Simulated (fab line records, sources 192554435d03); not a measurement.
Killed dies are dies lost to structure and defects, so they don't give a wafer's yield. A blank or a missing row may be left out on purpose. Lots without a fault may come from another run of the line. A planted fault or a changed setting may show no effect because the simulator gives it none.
Chamber matching | flow n5_finfet | N5_SD_EPI_N_LINER_46 on ald_sin-01: 4 sister chambers
The step material SiNx, target thk 3 nm. 4 wafers are shown with their chamber, then 11 later ones without.

WAFERS WITH THEIR CHAMBER
wafer  | chamber | heater_power_w (W)
L083.2 | 0       | 921
L085.2 | 3       | 927
L085.3 | 2       | 903
L087.2 | 1       | 914

WAFERS WITHOUT THEIR CHAMBER
wafer  | heater_power_w (W)
L087.4 | 939
L087.5 | 909
L089.3 | 903
L089.4 | 918
L089.5 | 932
L093.1 | 936
L093.3 | 899
L093.6 | 938
L094.1 | 908
L094.2 | 920
L094.3 | 911

WHICH CHAMBER EACH WENT THROUGH
wafer  | from the rows above               | in truth
L087.4 | can't be placed: 3 or 0           | 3
L087.5 | can't be placed: 1 or 2 or 0      | 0
L089.3 | can't be placed: 2 or 1           | 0
L089.4 | can't be placed: 0 or 1 or 3 or 2 | 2
L089.5 | can't be placed: 3 or 0           | 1
L093.1 | can't be placed: 3 or 0           | 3
L093.3 | can't be placed: 2 or 1           | 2
L093.6 | can't be placed: 3 or 0           | 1
L094.1 | can't be placed: 2 or 1 or 0      | 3
L094.2 | can't be placed: 0 or 1 or 3      | 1
L094.3 | can't be placed: 1 or 2 or 0      | 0
Placed correctly: 0 of 11. Can't be placed from these rows: 11 (the true chamber is among the candidates in 7). Placed wrongly: 0.
How it was worked out, from the rows above alone: a wafer's distance from a chamber is the root of the sum, over the readings, of the square of ((its reading less the chamber's mean) divided by the reading's scatter). The wafer belongs to the nearest chamber; if the next one is less than 2 further off, it can't be placed. A chamber's mean is the mean of its shown wafers. The scatter: with one shown wafer a chamber, the root of the mean of the squares of how far each hidden wafer lies from its nearest shown one.
